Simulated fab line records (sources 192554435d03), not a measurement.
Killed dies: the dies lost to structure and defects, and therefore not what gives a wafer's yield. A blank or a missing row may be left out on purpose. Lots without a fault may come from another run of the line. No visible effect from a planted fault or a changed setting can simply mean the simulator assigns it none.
Chamber matching + flow n5-finfet + N5_BEOL_M0_SAQP_MANDREL1_REMOVE_100 on rie-si-01 has 4 sister chambers
The step chemistry HBr/Cl2/O2, target a-Si, stops on SiNx, bt time 10 s. 20 wafers are shown with their chamber, then 10 later ones without.

WAFERS WITH THEIR CHAMBER
| wafer  | chamber | throttle-valve-pct (%) | drypump-motor-current-A (A) | oes-product-au (a.u.) |
|--------|---------|------------------------|-----------------------------|-----------------------|
| L079.1 | 2       | 36.58                  | 6.3                         | 1.042                 |
| L079.4 | 3       | 36.48                  | 5.6                         | 0.981                 |
| L079.6 | 2       | 36.58                  | 6.3                         | 1.034                 |
| L080.2 | 1       | 36.90                  | 6.3                         | 1.012                 |
| L080.3 | 0       | 36.28                  | 6.1                         | 1.030                 |
| L080.4 | 2       | 36.59                  | 6.3                         | 1.037                 |
| L081.3 | 2       | 36.57                  | 6.3                         | 1.033                 |
| L081.4 | 3       | 36.48                  | 5.6                         | 0.968                 |
| L081.6 | 1       | 36.90                  | 6.2                         | 1.021                 |
| L082.3 | 2       | 36.59                  | 6.3                         | 1.028                 |
| L082.4 | 3       | 36.47                  | 5.6                         | 0.960                 |
| L082.6 | 1       | 36.91                  | 6.2                         | 1.004                 |
| L086.1 | 0       | 36.28                  | 6.1                         | 1.029                 |
| L086.2 | 1       | 36.90                  | 6.3                         | 1.013                 |
| L086.3 | 3       | 36.47                  | 5.6                         | 0.984                 |
| L091.1 | 0       | 36.27                  | 6.1                         | 1.034                 |
| L091.2 | 3       | 36.48                  | 5.6                         | 0.968                 |
| L091.4 | 1       | 36.89                  | 6.3                         | 1.024                 |
| L092.2 | 2       | 36.58                  | 6.3                         | 1.028                 |
| L092.4 | 1       | 36.91                  | 6.3                         | 1.012                 |

SIGNATURES, as means of the wafers listed above
| reading                 | chamber 0 | chamber 1 | chamber 2 | chamber 3 | scatter within a chamber |
|-------------------------|-----------|-----------|-----------|-----------|--------------------------|
| throttle-valve-pct      | 36.2767   | 36.9017   | 36.5817   | 36.4760   | 0.00686                  |
| drypump-motor-current-A | 6.100     | 6.267     | 6.300     | 5.600     | 0.0289                   |
| oes-product-au          | 1.03100   | 1.01433   | 1.03367   | 0.97220   | 0.00715                  |
Rule: distance of a wafer from a chamber = root of the sum over the readings of ((wafer's reading minus chamber's mean) / reading's scatter) squared. The wafer belongs to the nearest chamber; if the next one is less than 2 further off, it can't be placed. The scatter: the root of (the sum of the squares of (reading less its chamber's mean) over the shown wafers, divided by (wafers less chambers)).

WAFERS WHOSE CHAMBER IS MISSING
| wafer  | throttle-valve-pct (%) | drypump-motor-current-A (A) | oes-product-au (a.u.) |
|--------|------------------------|-----------------------------|-----------------------|
| L092.5 | 36.59                  | 6.3                         | 1.025                 |
| L095.1 | 36.56                  | 6.3                         | 1.015                 |
| L095.3 | 36.28                  | 6.1                         | 1.019                 |
| L095.6 | 36.48                  | 5.6                         | 0.964                 |
| L097.1 | 36.47                  | 5.6                         | 0.972                 |
| L097.3 | 36.59                  | 6.3                         | 1.029                 |
| L097.6 | 36.27                  | 6.1                         | 1.015                 |
| L096.1 | 36.47                  | 5.6                         | 0.965                 |
| L096.3 | 36.56                  | 6.3                         | 1.036                 |
| L096.4 | 36.91                  | 6.2                         | 1.015                 |

CHAMBER TAKEN BY EACH
| wafer  | from the rows above | in truth |
|--------|---------------------|----------|
| L092.5 | 2                   | 2        |
| L095.1 | 2                   | 2        |
| L095.3 | 0                   | 0        |
| L095.6 | 3                   | 3        |
| L097.1 | 3                   | 3        |
| L097.3 | 2                   | 2        |
| L097.6 | 0                   | 0        |
| L096.1 | 3                   | 3        |
| L096.3 | 2                   | 2        |
| L096.4 | 1                   | 1        |
Correctly placed: 10 of 10. Can't be placed from these rows: 0. 0 placed wrongly.
